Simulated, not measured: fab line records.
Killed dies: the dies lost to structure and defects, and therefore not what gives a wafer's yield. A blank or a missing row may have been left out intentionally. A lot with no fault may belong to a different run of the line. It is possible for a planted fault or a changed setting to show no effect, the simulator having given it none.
Which tool is to blame? / flow nand_harc / 24 lots with 72 wafers sampled at 6 steps, on a route of 1302 steps

WHAT THE GAUGES READ, wafer by wafer
NHARC_P_ZERO_WELL_CD_MEAS_24 targets a cd of 720 nm.
lot=L074; measured=day 1 22:41; on=cd_sem-02; cd_nm (nm)=719.0 720.1 719.4
lot=L075; measured=day 2 10:58; on=cd_sem-01; cd_nm (nm)=717.6 721.2 719.8
lot=L076; measured=day 2 18:20; on=cd_sem-02; cd_nm (nm)=719.4 717.9 719.9
lot=L077; measured=day 3 04:31; on=cd_sem-01; cd_nm (nm)=717.9 721.5 718.5
lot=L078; measured=day 3 14:38; on=cd_sem-01; cd_nm (nm)=718.7 719.7 718.1
lot=L079; measured=day 4 00:37; on=cd_sem-02; cd_nm (nm)=716.4 718.6 718.9
lot=L080; measured=day 4 10:38; on=cd_sem-01; cd_nm (nm)=720.4 718.8 719.0
lot=L081; measured=day 4 20:43; on=cd_sem-03; cd_nm (nm)=719.9 717.8 718.5
lot=L082; measured=day 5 06:37; on=cd_sem-02; cd_nm (nm)=720.2 719.5 721.7
lot=L083; measured=day 5 16:23; on=cd_sem-03; cd_nm (nm)=716.2 718.6 718.2
lot=L084; measured=day 6 02:36; on=cd_sem-01; cd_nm (nm)=719.0 717.7 718.8
lot=L085; measured=day 6 12:51; on=cd_sem-03; cd_nm (nm)=721.2 718.7 721.6
lot=L086; measured=day 6 22:35; on=cd_sem-03; cd_nm (nm)=717.1 717.2 716.2
lot=L087; measured=day 7 10:10; on=cd_sem-02; cd_nm (nm)=717.7 718.1 718.4
lot=L088; measured=day 7 18:35; on=cd_sem-02; cd_nm (nm)=719.0 719.8 717.9
lot=L089; measured=day 8 04:35; on=cd_sem-01; cd_nm (nm)=720.6 719.4 716.4
lot=L090; measured=day 8 14:35; on=cd_sem-03; cd_nm (nm)=717.6 719.2 719.5
lot=L091; measured=day 9 00:35; on=cd_sem-02; cd_nm (nm)=718.4 719.5 720.1
lot=L092; measured=day 9 10:35; on=cd_sem-02; cd_nm (nm)=720.6 720.4 720.0
lot=L093; measured=day 9 20:28; on=cd_sem-01; cd_nm (nm)=718.0 717.6 718.5
lot=L094; measured=day 10 06:38; on=cd_sem-03; cd_nm (nm)=718.2 718.9 719.9
lot=L095; measured=day 10 16:22; on=cd_sem-03; cd_nm (nm)=718.2 717.1 717.9
lot=L096; measured=day 11 02:28; on=cd_sem-03; cd_nm (nm)=718.4 719.6 720.3
lot=L097; measured=day 11 12:22; on=cd_sem-01; cd_nm (nm)=718.2 719.3 717.9

NHARC_P_ZERO_WELL_INSPECT_43.
lot=L074; measured=day 2 03:50; on=defect_inspect-01; raw_defect_count=24 8 6
lot=L075; measured=day 2 17:02; on=defect_inspect-01; raw_defect_count=21 13 31
lot=L076; measured=day 2 23:37; on=defect_inspect-01; raw_defect_count=10 13 8
lot=L077; measured=day 3 09:37; on=defect_inspect-02; raw_defect_count=12 13 13
lot=L078; measured=day 3 19:51; on=defect_inspect-02; raw_defect_count=13 26 9
lot=L079; measured=day 4 05:37; on=defect_inspect-02; raw_defect_count=12 12 10
lot=L080; measured=day 4 15:45; on=defect_inspect-02; raw_defect_count=7 15 7
lot=L081; measured=day 5 01:46; on=defect_inspect-01; raw_defect_count=19 8 20
lot=L082; measured=day 5 11:44; on=defect_inspect-01; raw_defect_count=12 7 13
lot=L083; measured=day 5 21:20; on=defect_inspect-02; raw_defect_count=12 5 8
lot=L084; measured=day 6 07:45; on=defect_inspect-01; raw_defect_count=17 24 19
lot=L085; measured=day 6 17:55; on=defect_inspect-02; raw_defect_count=5 2 17
lot=L086; measured=day 7 03:44; on=defect_inspect-01; raw_defect_count=9 19 9
lot=L087; measured=day 7 15:00; on=defect_inspect-01; raw_defect_count=10 10 8
lot=L088; measured=day 7 23:25; on=defect_inspect-01; raw_defect_count=24 7 9
lot=L089; measured=day 8 09:33; on=defect_inspect-02; raw_defect_count=10 5 8
lot=L090; measured=day 8 21:50; on=defect_inspect-01; raw_defect_count=7 12 2
lot=L091; measured=day 9 05:41; on=defect_inspect-02; raw_defect_count=4 12 13
lot=L092; measured=day 9 15:25; on=defect_inspect-01; raw_defect_count=12 3 17
lot=L093; measured=day 10 01:26; on=defect_inspect-01; raw_defect_count=11 10 9
lot=L094; measured=day 10 13:14; on=defect_inspect-01; raw_defect_count=11 3 15
lot=L095; measured=day 10 21:22; on=defect_inspect-02; raw_defect_count=10 8 10
lot=L096; measured=day 11 07:21; on=defect_inspect-02; raw_defect_count=15 12 14
lot=L097; measured=day 11 17:27; on=defect_inspect-01; raw_defect_count=23 18 14

NHARC_P_STI_CD_MEAS_16.
lot=L074; measured=day 2 21:13; on=cd_sem-02; cd_nm (nm)=197.5 197.6 200.2
lot=L075; measured=day 3 09:05; on=cd_sem-01; cd_nm (nm)=200.4 200.9 198.5
lot=L076; measured=day 3 20:08; on=cd_sem-01; cd_nm (nm)=198.7 201.7 198.6
lot=L077; measured=day 4 04:05; on=cd_sem-02; cd_nm (nm)=200.8 194.8 202.0
lot=L078; measured=day 4 12:11; on=cd_sem-03; cd_nm (nm)=202.0 200.2 202.8
lot=L079; measured=day 4 22:23; on=cd_sem-03; cd_nm (nm)=203.9 204.3 201.6
lot=L080; measured=day 5 06:49; on=cd_sem-01; cd_nm (nm)=196.9 200.1 199.7
lot=L081; measured=day 5 18:41; on=cd_sem-01; cd_nm (nm)=195.3 198.0 200.3
lot=L082; measured=day 6 05:13; on=cd_sem-02; cd_nm (nm)=200.6 194.8 196.7
lot=L083; measured=day 6 15:08; on=cd_sem-01; cd_nm (nm)=198.6 194.9 197.7
lot=L084; measured=day 7 02:11; on=cd_sem-01; cd_nm (nm)=203.6 204.4 199.0
lot=L085; measured=day 7 11:11; on=cd_sem-03; cd_nm (nm)=197.9 202.5 202.0
lot=L086; measured=day 7 23:21; on=cd_sem-03; cd_nm (nm)=197.7 197.8 203.9
lot=L087; measured=day 8 07:37; on=cd_sem-03; cd_nm (nm)=194.4 196.3 193.8
lot=L088; measured=day 8 15:56; on=cd_sem-01; cd_nm (nm)=198.5 201.7 196.9
lot=L089; measured=day 9 03:25; on=cd_sem-02; cd_nm (nm)=202.3 202.6 199.2
lot=L090; measured=day 9 13:45; on=cd_sem-01; cd_nm (nm)=197.8 192.5 198.6
lot=L091; measured=day 9 22:09; on=cd_sem-02; cd_nm (nm)=201.8 199.4 200.2
lot=L092; measured=day 10 11:51; on=cd_sem-01; cd_nm (nm)=200.4 201.2 199.3
lot=L093; measured=day 10 20:25; on=cd_sem-01; cd_nm (nm)=204.8 200.0 201.1
lot=L094; measured=day 11 08:14; on=cd_sem-02; cd_nm (nm)=197.7 192.8 199.2
lot=L095; measured=day 11 13:05; on=cd_sem-03; cd_nm (nm)=200.6 202.9 200.2
lot=L096; measured=day 11 22:44; on=cd_sem-02; cd_nm (nm)=204.0 200.8 199.9
lot=L097; measured=day 12 09:53; on=cd_sem-03; cd_nm (nm)=202.4 201.7 199.4

NHARC_P_GATE_CD_MEAS_46 targets a cd of 720 nm.
lot=L074; measured=day 5 13:32; on=cd_sem-02; cd_nm (nm)=720.2 719.2 719.0
lot=L075; measured=day 6 00:00; on=cd_sem-01; cd_nm (nm)=721.4 719.4 719.7
lot=L076; measured=day 6 14:03; on=cd_sem-01; cd_nm (nm)=722.3 720.2 722.2
lot=L077; measured=day 6 16:18; on=cd_sem-01; cd_nm (nm)=721.1 720.8 722.9
lot=L078; measured=day 7 00:26; on=cd_sem-01; cd_nm (nm)=718.5 719.1 720.1
lot=L079; measured=day 7 17:14; on=cd_sem-03; cd_nm (nm)=720.0 719.8 717.6
lot=L080; measured=day 7 17:54; on=cd_sem-03; cd_nm (nm)=718.3 720.0 719.7
lot=L081; measured=day 8 08:43; on=cd_sem-01; cd_nm (nm)=718.3 717.8 719.0
lot=L082; measured=day 8 22:03; on=cd_sem-03; cd_nm (nm)=720.7 720.1 719.9
lot=L083; measured=day 9 03:56; on=cd_sem-03; cd_nm (nm)=717.8 717.9 718.2
lot=L084; measured=day 10 00:43; on=cd_sem-01; cd_nm (nm)=719.3 719.8 719.0
lot=L085; measured=day 10 06:51; on=cd_sem-02; cd_nm (nm)=720.6 722.0 718.0
lot=L086; measured=day 10 16:04; on=cd_sem-01; cd_nm (nm)=720.3 720.3 723.3
lot=L087; measured=day 10 23:39; on=cd_sem-02; cd_nm (nm)=719.3 721.2 721.0
lot=L088; measured=day 11 21:03; on=cd_sem-02; cd_nm (nm)=719.7 720.1 720.2
lot=L089; measured=day 11 21:07; on=cd_sem-02; cd_nm (nm)=721.5 719.6 719.5
lot=L090; measured=day 12 09:35; on=cd_sem-01; cd_nm (nm)=720.2 721.5 719.5
lot=L091; measured=day 12 11:49; on=cd_sem-02; cd_nm (nm)=718.1 718.7 718.9
lot=L092; measured=day 13 02:22; on=cd_sem-01; cd_nm (nm)=721.8 719.9 721.3
lot=L093; measured=day 13 10:38; on=cd_sem-01; cd_nm (nm)=718.8 719.1 719.0
lot=L094; measured=day 14 01:01; on=cd_sem-02; cd_nm (nm)=720.1 719.4 718.5
lot=L095; measured=day 14 01:46; on=cd_sem-03; cd_nm (nm)=718.6 721.3 719.1
lot=L096; measured=day 14 12:32; on=cd_sem-01; cd_nm (nm)=723.8 721.6 720.0
lot=L097; measured=day 15 00:30; on=cd_sem-02; cd_nm (nm)=718.5 717.3 718.7

TOOL THAT RAN EACH LOT (tool first, then ch and the chambers of the sampled wafers, then the start)
lot=L074; NHARC_P_ZERO_WELL_RTA_42=rtp_anneal-02 ch 0, day 2 03:15; NHARC_P_STI_CMP_21=cmp-02 ch 0,3, day 3 16:40
lot=L075; NHARC_P_ZERO_WELL_RTA_42=rtp_anneal-02 ch 0, day 2 16:22; NHARC_P_STI_CMP_21=cmp-01 ch 0,2, day 4 04:04
lot=L076; NHARC_P_ZERO_WELL_RTA_42=rtp_anneal-01 ch 0, day 2 22:56; NHARC_P_STI_CMP_21=cmp-01 ch 0,2,3, day 4 19:00
lot=L077; NHARC_P_ZERO_WELL_RTA_42=rtp_anneal-01 ch 0, day 3 08:56; NHARC_P_STI_CMP_21=cmp-03 ch 1,2, day 4 18:58
lot=L078; NHARC_P_ZERO_WELL_RTA_42=rtp_anneal-01 ch 0, day 3 19:30; NHARC_P_STI_CMP_21=cmp-01 ch 0,1,3, day 5 05:56
lot=L079; NHARC_P_ZERO_WELL_RTA_42=rtp_anneal-01 ch 0, day 4 04:56; NHARC_P_STI_CMP_21=cmp-02 ch 1,3, day 5 18:24
lot=L080; NHARC_P_ZERO_WELL_RTA_42=rtp_anneal-02 ch 0, day 4 15:17; NHARC_P_STI_CMP_21=cmp-03 ch 0,1,3, day 6 00:31
lot=L081; NHARC_P_ZERO_WELL_RTA_42=rtp_anneal-01 ch 0, day 5 01:12; NHARC_P_STI_CMP_21=cmp-03 ch 1,2,3, day 6 14:34
lot=L082; NHARC_P_ZERO_WELL_RTA_42=rtp_anneal-01 ch 0, day 5 11:10; NHARC_P_STI_CMP_21=cmp-02 ch 0,1, day 7 02:51
lot=L083; NHARC_P_ZERO_WELL_RTA_42=rtp_anneal-02 ch 0, day 5 20:47; NHARC_P_STI_CMP_21=cmp-01 ch 0,1,3, day 7 08:14
lot=L084; NHARC_P_ZERO_WELL_RTA_42=rtp_anneal-02 ch 0, day 6 07:24; NHARC_P_STI_CMP_21=cmp-02 ch 1,2,3, day 7 20:29
lot=L085; NHARC_P_ZERO_WELL_RTA_42=rtp_anneal-01 ch 0, day 6 17:20; NHARC_P_STI_CMP_21=cmp-01 ch 0,2, day 8 04:22
lot=L086; NHARC_P_ZERO_WELL_RTA_42=rtp_anneal-01 ch 0, day 7 03:04; NHARC_P_STI_CMP_21=cmp-02 ch 0,2,3, day 8 20:39
lot=L087; NHARC_P_ZERO_WELL_RTA_42=rtp_anneal-02 ch 0, day 7 14:20; NHARC_P_STI_CMP_21=cmp-02 ch 1,2,3, day 9 01:10
lot=L088; NHARC_P_ZERO_WELL_RTA_42=rtp_anneal-02 ch 0, day 7 22:44; NHARC_P_STI_CMP_21=cmp-02 ch 1,2,3, day 9 17:46
lot=L089; NHARC_P_ZERO_WELL_RTA_42=rtp_anneal-01 ch 0, day 8 08:59; NHARC_P_STI_CMP_21=cmp-01 ch 0,1, day 10 01:45
lot=L090; NHARC_P_ZERO_WELL_RTA_42=rtp_anneal-01 ch 0, day 8 21:09; NHARC_P_STI_CMP_21=cmp-01 ch 1,2,3, day 10 12:21
lot=L091; NHARC_P_ZERO_WELL_RTA_42=rtp_anneal-02 ch 0, day 9 05:00; NHARC_P_STI_CMP_21=cmp-03 ch 0,1, day 10 17:41
lot=L092; NHARC_P_ZERO_WELL_RTA_42=rtp_anneal-02 ch 0, day 9 14:44; NHARC_P_STI_CMP_21=cmp-01 ch 0,3, day 11 05:56
lot=L093; NHARC_P_ZERO_WELL_RTA_42=rtp_anneal-01 ch 0, day 10 00:44; NHARC_P_STI_CMP_21=cmp-02 ch 0,1,3, day 11 13:50
lot=L094; NHARC_P_ZERO_WELL_RTA_42=rtp_anneal-01 ch 0, day 10 12:40; NHARC_P_STI_CMP_21=cmp-01 ch 0,2, day 12 05:27
lot=L095; NHARC_P_ZERO_WELL_RTA_42=rtp_anneal-01 ch 0, day 10 20:53; NHARC_P_STI_CMP_21=cmp-03 ch 0,1,3, day 12 05:30
lot=L096; NHARC_P_ZERO_WELL_RTA_42=rtp_anneal-02 ch 0, day 11 06:41; NHARC_P_STI_CMP_21=cmp-01 ch 0,3, day 12 18:38
lot=L097; NHARC_P_ZERO_WELL_RTA_42=rtp_anneal-01 ch 0, day 11 16:47; NHARC_P_STI_CMP_21=cmp-03 ch 0,1,2, day 13 03:29
- NHARC_P_ZERO_WELL_RTA_42: time 300 s.
- NHARC_P_STI_CMP_21: polishes, t overpolish 20 s, target thk 380.67 nm.

WHAT THE TOOLS THEMSELVES READ (means of the sampled wafers that have a number; where no wafer has one, the mark that the record gives instead)
NHARC_P_ZERO_WELL_RTA_42.
lot=L074; tool=rtp_anneal-02; lamp_power_pct (%)=39.5; lamp_zone_1_pct (%)=39.5; lamp_zone_6_pct (%)=39.5; wafer_temp_C_max=1104.8
lot=L075; tool=rtp_anneal-02; lamp_power_pct (%)=39.5; lamp_zone_1_pct (%)=39.5; lamp_zone_6_pct (%)=39.5; wafer_temp_C_max=1104.0
lot=L076; tool=rtp_anneal-01; lamp_power_pct (%)=35.4; lamp_zone_1_pct (%)=35.4; lamp_zone_6_pct (%)=35.4; wafer_temp_C_max=1104.3
lot=L077; tool=rtp_anneal-01; lamp_power_pct (%)=35.5; lamp_zone_1_pct (%)=35.5; lamp_zone_6_pct (%)=35.5; wafer_temp_C_max=1104.0
lot=L078; tool=rtp_anneal-01; lamp_power_pct (%)=35.5; lamp_zone_1_pct (%)=35.5; lamp_zone_6_pct (%)=35.4; wafer_temp_C_max=1103.6
lot=L079; tool=rtp_anneal-01; lamp_power_pct (%)=35.6; lamp_zone_1_pct (%)=35.6; lamp_zone_6_pct (%)=35.5; wafer_temp_C_max=1102.7
lot=L080; tool=rtp_anneal-02; lamp_power_pct (%)=39.4; lamp_zone_1_pct (%)=39.4; lamp_zone_6_pct (%)=39.4; wafer_temp_C_max=1105.2
lot=L081; tool=rtp_anneal-01; lamp_power_pct (%)=35.5; lamp_zone_1_pct (%)=35.6; lamp_zone_6_pct (%)=35.5; wafer_temp_C_max=1103.5
lot=L082; tool=rtp_anneal-01; lamp_power_pct (%)=35.6; lamp_zone_1_pct (%)=35.6; lamp_zone_6_pct (%)=35.5; wafer_temp_C_max=1103.4
lot=L083; tool=rtp_anneal-02; lamp_power_pct (%)=39.4; lamp_zone_1_pct (%)=39.4; lamp_zone_6_pct (%)=39.4; wafer_temp_C_max=1104.3
lot=L084; tool=rtp_anneal-02; lamp_power_pct (%)=39.4; lamp_zone_1_pct (%)=39.5; lamp_zone_6_pct (%)=39.5; wafer_temp_C_max=1104.8
lot=L085; tool=rtp_anneal-01; lamp_power_pct (%)=35.6; lamp_zone_1_pct (%)=35.6; lamp_zone_6_pct (%)=35.5; wafer_temp_C_max=1103.1
lot=L086; tool=rtp_anneal-01; lamp_power_pct (%)=35.5; lamp_zone_1_pct (%)=35.5; lamp_zone_6_pct (%)=35.5; wafer_temp_C_max=1103.5
lot=L087; tool=rtp_anneal-02; lamp_power_pct (%)=39.5; lamp_zone_1_pct (%)=39.5; lamp_zone_6_pct (%)=39.4; wafer_temp_C_max=1105.7
lot=L088; tool=rtp_anneal-02; lamp_power_pct (%)=39.4; lamp_zone_1_pct (%)=39.5; lamp_zone_6_pct (%)=39.5; wafer_temp_C_max=1104.6
lot=L089; tool=rtp_anneal-01; lamp_power_pct (%)=35.5; lamp_zone_1_pct (%)=35.5; lamp_zone_6_pct (%)=35.4; wafer_temp_C_max=1103.5
lot=L090; tool=rtp_anneal-01; lamp_power_pct (%)=35.5; lamp_zone_1_pct (%)=35.5; lamp_zone_6_pct (%)=35.5; wafer_temp_C_max=1103.0
lot=L091; tool=rtp_anneal-02; lamp_power_pct (%)=39.5; lamp_zone_1_pct (%)=39.5; lamp_zone_6_pct (%)=39.4; wafer_temp_C_max=1104.7
lot=L092; tool=rtp_anneal-02; lamp_power_pct (%)=39.5; lamp_zone_1_pct (%)=39.5; lamp_zone_6_pct (%)=39.5; wafer_temp_C_max=1104.3
lot=L093; tool=rtp_anneal-01; lamp_power_pct (%)=35.6; lamp_zone_1_pct (%)=35.5; lamp_zone_6_pct (%)=35.5; wafer_temp_C_max=1103.8
lot=L094; tool=rtp_anneal-01; lamp_power_pct (%)=35.6; lamp_zone_1_pct (%)=35.6; lamp_zone_6_pct (%)=35.6; wafer_temp_C_max=1103.3
lot=L095; tool=rtp_anneal-01; lamp_power_pct (%)=35.5; lamp_zone_1_pct (%)=35.6; lamp_zone_6_pct (%)=35.5; wafer_temp_C_max=1103.8
lot=L096; tool=rtp_anneal-02; lamp_power_pct (%)=39.5; lamp_zone_1_pct (%)=39.5; lamp_zone_6_pct (%)=39.5; wafer_temp_C_max=1106.4
lot=L097; tool=rtp_anneal-01; lamp_power_pct (%)=35.5; lamp_zone_1_pct (%)=35.5; lamp_zone_6_pct (%)=35.5; wafer_temp_C_max=1103.9

NHARC_P_STI_CMP_21.
lot=L074; tool=cmp-02; motor_current_A (A)=12.5; overpolish_run_s (s)=19.998; retaining_ring_pressure_frac=0.996
lot=L075; tool=cmp-01; motor_current_A (A)=12.5; overpolish_run_s (s)=20.005; retaining_ring_pressure_frac=0.997
lot=L076; tool=cmp-01; motor_current_A (A)=12.5; overpolish_run_s (s)=19.989; retaining_ring_pressure_frac=1.000
lot=L077; tool=cmp-03; motor_current_A (A)=12.5; overpolish_run_s (s)=19.991; retaining_ring_pressure_frac=0.996
lot=L078; tool=cmp-01; motor_current_A (A)=12.5; overpolish_run_s (s)=19.989; retaining_ring_pressure_frac=1.001
lot=L079; tool=cmp-02; motor_current_A (A)=12.1; overpolish_run_s (s)=20.002; retaining_ring_pressure_frac=1.003
lot=L080; tool=cmp-03; motor_current_A (A)=12.0; overpolish_run_s (s)=20.001; retaining_ring_pressure_frac=1.004
lot=L081; tool=cmp-03; motor_current_A (A)=11.7; overpolish_run_s (s)=19.994; retaining_ring_pressure_frac=1.001
lot=L082; tool=cmp-02; motor_current_A (A)=11.7; overpolish_run_s (s)=19.992; retaining_ring_pressure_frac=1.004
lot=L083; tool=cmp-01; motor_current_A (A)=12.9; overpolish_run_s (s)=19.988; retaining_ring_pressure_frac=0.997
lot=L084; tool=cmp-02; motor_current_A (A)=12.4; overpolish_run_s (s)=20.005; retaining_ring_pressure_frac=1.004
lot=L085; tool=cmp-01; motor_current_A (A)=13.2; overpolish_run_s (s)=20.007; retaining_ring_pressure_frac=0.995
lot=L086; tool=cmp-02; motor_current_A (A)=13.1; overpolish_run_s (s)=20.004; retaining_ring_pressure_frac=1.001
lot=L087; tool=cmp-02; motor_current_A (A)=12.7; overpolish_run_s (s)=19.997; retaining_ring_pressure_frac=0.995
lot=L088; tool=cmp-02; motor_current_A (A)=12.6; overpolish_run_s (s)=19.992; retaining_ring_pressure_frac=1.000
lot=L089; tool=cmp-01; motor_current_A (A)=13.0; overpolish_run_s (s)=20.000; retaining_ring_pressure_frac=0.997
lot=L090; tool=cmp-01; motor_current_A (A)=11.9; overpolish_run_s (s)=20.009; retaining_ring_pressure_frac=0.998
lot=L091; tool=cmp-03; motor_current_A (A)=12.7; overpolish_run_s (s)=19.999; retaining_ring_pressure_frac=0.999
lot=L092; tool=cmp-01; motor_current_A (A)=13.6; overpolish_run_s (s)=20.002; retaining_ring_pressure_frac=1.004
lot=L093; tool=cmp-02; motor_current_A (A)=11.9; overpolish_run_s (s)=19.992; retaining_ring_pressure_frac=0.999
lot=L094; tool=cmp-01; motor_current_A (A)=12.3; overpolish_run_s (s)=19.997; retaining_ring_pressure_frac=0.999
lot=L095; tool=cmp-03; motor_current_A (A)=12.0; overpolish_run_s (s)=20.003; retaining_ring_pressure_frac=0.997
lot=L096; tool=cmp-01; motor_current_A (A)=13.5; overpolish_run_s (s)=20.012; retaining_ring_pressure_frac=0.997
lot=L097; tool=cmp-03; motor_current_A (A)=12.0; overpolish_run_s (s)=20.001; retaining_ring_pressure_frac=1.000

THE ANSWER, worked out from the rows above alone
Rule: the lots themselves supply what counts as usual. The widest of any qualifying gaps counts: lots, ordered by their means at a reading, are off when they make up no more than a third of the lots, leave a main group of 4 or more, and stand apart from it by 3 or more times the standard deviation of that group's means. A main group whose means are all the same, to the digits that the tables above print for the reading, isn't used. Also off: a lot with no number at a reading for which 4 or more lots have one. Any other lot the step has rows for is counted as sound. Order of review: gauges by route order, followed by the tools' own readings, for which a lot's mean as printed above is used. The first step at which some lot is off is used, and at that step the reading that is off furthest; a lot without a number counts as furthest.
No lot is off on any of the readings shown, so nothing can be concluded from this.

WHAT THE SIMULATOR HAD INSERTED
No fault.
